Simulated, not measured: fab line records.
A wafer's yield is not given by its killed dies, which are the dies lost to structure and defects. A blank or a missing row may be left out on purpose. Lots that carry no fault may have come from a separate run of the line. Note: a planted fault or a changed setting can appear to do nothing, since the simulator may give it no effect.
Matching of chambers ; flow n5Finfet ; aldSin-04 running N5_GATE_CUT_SAC_CAP_01: 4 sister chambers
The step material SiNx, target thk 24 nm, pulse time 1 s, ald cycles 480. 16 wafers are shown with their chamber, then 8 later ones without.

WAFERS, EACH WITH ITS CHAMBER
wafer;chamber;heaterPowerW (W);precursorPulseHeightRel
L074.1;3;897;0.980
L074.2;1;871;1.006
L074.3;0;859;1.038
L074.4;2;748;1.018
L074.5;2;755;0.999
L074.6;1;865;0.994
L079.1;1;848;1.030
L079.2;2;683;1.016
L079.3;3;889;1.010
L082.1;0;897;1.000
L082.5;0;896;1.002
L082.6;1;847;0.996
L086.1;1;852;0.976
L086.3;0;919;0.990
L086.5;2;695;1.007
L088.1;3;854;0.994

SIGNATURES (averages over the wafers above)
reading;chamber 0;chamber 1;chamber 2;chamber 3;scatter within a chamber
heaterPowerW;892.75;856.60;720.25;880.00;24.8
precursorPulseHeightRel;1.00750;1.00040;1.01000;0.99467;0.0172
Rule: for each reading, subtract the chamber's mean from the wafer's reading, divide by that reading's scatter and square the result; add these up over the readings and take the root, which gives the wafer's distance from the chamber. If the next closest chamber is less than 2 further off than the closest, the wafer can't be placed; otherwise it belongs to the closest. How the scatter is found: for the shown wafers, subtract from each reading the mean of its chamber, square and add these, divide the total by (wafers less chambers), then take the root.

WAFERS MISSING THEIR CHAMBER
wafer;heaterPowerW (W);precursorPulseHeightRel
L088.2;833;1.013
L088.5;869;0.996
L092.1;723;1.012
L092.4;830;0.973
L092.6;825;1.002
L094.1;869;1.012
L094.2;845;1.005
L094.5;841;0.973

WHICH CHAMBER EACH ONE RAN IN
wafer;from the rows above;in truth
L088.2;can't be placed: 1 or 3 or 0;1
L088.5;can't be placed: 3 or 1 or 0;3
L092.1;2;2
L092.4;can't be placed: 1 or 3 or 0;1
L092.6;can't be placed: 1 or 3 or 0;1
L094.1;can't be placed: 1 or 0 or 3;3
L094.2;can't be placed: 1 or 3 or 0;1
L094.5;can't be placed: 1 or 3 or 0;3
Correct placement for 1 of the 8. Cannot be placed on the basis of these rows: 7; the candidates contain the true chamber in 7. Wrongly placed: 0.
